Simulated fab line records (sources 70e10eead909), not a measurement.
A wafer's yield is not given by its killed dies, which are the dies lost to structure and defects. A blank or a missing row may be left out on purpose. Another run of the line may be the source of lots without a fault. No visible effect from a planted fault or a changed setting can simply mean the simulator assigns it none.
Which tool was responsible?    flow nand_harc    18 wafers from 6 lots sampled at 2 of the route's 1159 steps

== WHAT EACH GAUGE READ, for each wafer ==
NHARC_A_ONON_D1_THK_MEAS_34: measures by ellipsometry.
lot   measured      on             thk_nm (nm)
L254  day 8 23:55   film_metro-01  200.7 203.9 201.3
L257  day 9 20:50   film_metro-02  195.7 196.4 198.5
L259  day 10 11:31  film_metro-02  201.7 198.4 199.1
L262  day 11 04:41  film_metro-02  197.4 204.8 224.2
L265  day 12 00:50  film_metro-01  195.7 223.6 203.5
L272  day 13 10:01  film_metro-01  196.3 196.7 201.1

== EACH LOT AND THE TOOL THAT RAN IT (in order: tool; ch and the chambers of the sampled wafers; start) ==
lot   NHARC_A_ONON_D1_DEP_33
L254  pecvd-03 ch 0,1,2, day 8 23:35
L257  pecvd-02 ch 1, day 9 20:22
L259  pecvd-02 ch 0,1,2, day 10 11:06
L262  pecvd-03 ch 0,1,2, day 11 04:22
L265  pecvd-03 ch 0,1,2, day 12 00:31
L272  pecvd-02 ch 0,1, day 13 09:38
- NHARC_A_ONON_D1_DEP_33: deposits SiO2, target thk 200 nm.

== THE ANSWER, worked out from the rows above alone ==
Rule: what is usual is taken from the lots themselves. The widest of any qualifying gaps counts: lots, ordered by their means at a reading, are off when they make up no more than a third of the lots, leave a main group of 4 or more, and stand apart from it by 3 or more times the standard deviation of that group's means. If all means in a main group match to the digits the tables above print for the reading, that group is not used. Also off: a lot with no number at a reading for which 4 or more lots have one. The other lots that the step has rows for count as sound.
No lot is off on any of the readings shown, so nothing can be concluded from this.

== WHAT THE SIMULATOR HAD INSERTED ==
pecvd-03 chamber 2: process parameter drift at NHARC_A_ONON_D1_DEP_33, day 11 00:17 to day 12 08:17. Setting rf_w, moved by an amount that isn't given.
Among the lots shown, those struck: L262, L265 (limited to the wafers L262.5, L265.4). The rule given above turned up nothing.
